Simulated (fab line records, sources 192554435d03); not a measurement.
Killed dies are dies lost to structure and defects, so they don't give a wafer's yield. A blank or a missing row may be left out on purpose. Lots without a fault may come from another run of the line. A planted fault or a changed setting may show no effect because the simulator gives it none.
Split-lot experiment | flow n5_finfet | 7 lots, 21 wafers read, on a route of 1938 steps

THE SPLIT
At N5_BEOL_M13_COAT_58 (time 60 s, resist thk 89 nm), the setting spin_rpm was moved away from the recipe's 1500 rpm on 6 of the 21 wafers read, by -9.9% to +10.5%. The other wafers ran this setting at the recipe's value.

The file shows no step between the split and the reading.

THE READING
etch.depth_nm (the simulator's own value, which no gauge read), in nm, at N5_BEOL_M13_ETCH_59 (etches BARC in N2/H2, target depth 89 nm, overetch 26.7 nm, time 67.9 s). The file gives no usual value for it. The 15 wafers here that ran the recipe average 88.98 nm, standard deviation 0.17 nm.

wafer  | tool, chamber at the split | spin_rpm as run, rpm | against the recipe | etch.depth_nm, nm | against lot-mates on the recipe
L078.1 | litho_track-03, 0          | 1500                 | recipe             | 88.71             | -
L078.5 | litho_track-03, 0          | 1500                 | recipe             | 88.79             | -
L078.6 | litho_track-03, 0          | 1500                 | recipe             | 88.71             | -
L084.4 | litho_track-01, 0          | 1500                 | recipe             | 89.14             | -
L084.5 | litho_track-01, 0          | 1500                 | recipe             | 89.06             | -
L084.6 | litho_track-01, 0          | 1500                 | recipe             | 89.22             | -
L085.4 | litho_track-05, 0          | 1500                 | recipe             | 88.96             | -
L085.5 | litho_track-05, 0          | 1658                 | +10.5%             | 84.79             | -4.17
L085.6 | litho_track-05, 0          | 1658                 | +10.5%             | 84.78             | -4.18
L087.3 | litho_track-01, 0          | 1352                 | -9.9%              | 93.76             | +4.75
L087.5 | litho_track-01, 0          | 1500                 | recipe             | 89.01             | -
L087.6 | litho_track-01, 0          | 1352                 | -9.9%              | 93.89             | +4.88
L089.1 | litho_track-05, 0          | 1500                 | recipe             | 88.7              | -
L089.2 | litho_track-05, 0          | 1500                 | recipe             | 89.16             | -
L089.4 | litho_track-05, 0          | 1500                 | recipe             | 89.09             | -
L094.1 | litho_track-05, 0          | 1500                 | recipe             | 89.06             | -
L094.4 | litho_track-05, 0          | 1619                 | +7.9%              | 85.58             | -3.48
L094.5 | litho_track-05, 0          | 1619                 | +7.9%              | 85.66             | -3.40
L097.1 | litho_track-01, 0          | 1500                 | recipe             | 89.07             | -
L097.2 | litho_track-01, 0          | 1500                 | recipe             | 89.08             | -
L097.6 | litho_track-01, 0          | 1500                 | recipe             | 88.95             | -

THE FIT
A straight line over all 21 wafers: etch.depth_nm changes by -0.441 nm for each +1% of spin_rpm; r = -0.99; the points scatter about the line by 0.24 nm.
The same after taking each lot's own level away (the mean of its wafers on the recipe; 21 wafers): -0.441 nm for each +1%; r = -1.00; scatter 0.21 nm.
On that fit, the largest move of spin_rpm shifts the reading by 4.6 nm.
The lots' own levels span 88.737 to 89.140 nm, that is 2.4 times the standard deviation above.
So the lot-to-lot level changes the slope little: the two slopes agree.
Check: with one of the wafers moved furthest among these (+10.5%) left out of the fit, the line predicts -4.66 nm for it against its lot-mates. It came out at -4.17 nm against them.

OTHER SPLITS ON THESE WAFERS
These wafers also went through other splits before the reading. Each is held against what the fit with the lots' levels taken away leaves over:
other split on the same wafers | wafers away from the commonest value | r with etch.depth_nm (lot level and that fit taken away)
N5_BEOL_M10_ETCH_62 time_s     | 12                                   | +0.17
N5_BEOL_M10_COAT_63 spin_rpm   | 6                                    | +0.28
N5_BEOL_M11_EXPOSE_08 dose_mj  | 7                                    | -0.24
N5_BEOL_M11_DESCUM_16 time_s   | 5                                    | +0.09
N5_BEOL_M12_PEB_08 peb_time_s  | 7                                    | -0.11

THE WHOLE CHAIN: every reading that the file lists as answering this split, in the file's order
step                 | what it does                                                            | reading                                                                          | change (the file's fit)               | r (the file's)
N5_BEOL_M13_COAT_58  | time 60 s, resist thk 89 nm                                             | BARC_of_BEOL_M13_COAT_58.thk_nm (the simulator's own value, which no gauge read) | -0.437 nm for each +1% of the setting | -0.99
N5_BEOL_M13_ETCH_59  | etches BARC in N2/H2, target depth 89 nm, overetch 26.7 nm, time 67.9 s | etch.depth_nm (the simulator's own value, which no gauge read)                   | -0.438 nm for each +1% of the setting | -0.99
N5_BEOL_M13_STRIP_64 | strips in N2/H2                                                         | strip_time_to_endpoint_s                                                         | withheld for each +1% of the setting  | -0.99

THE FILE'S OWN FIT
etch.depth_nm changes by -0.438 nm for each +1% of spin_rpm, r = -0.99.
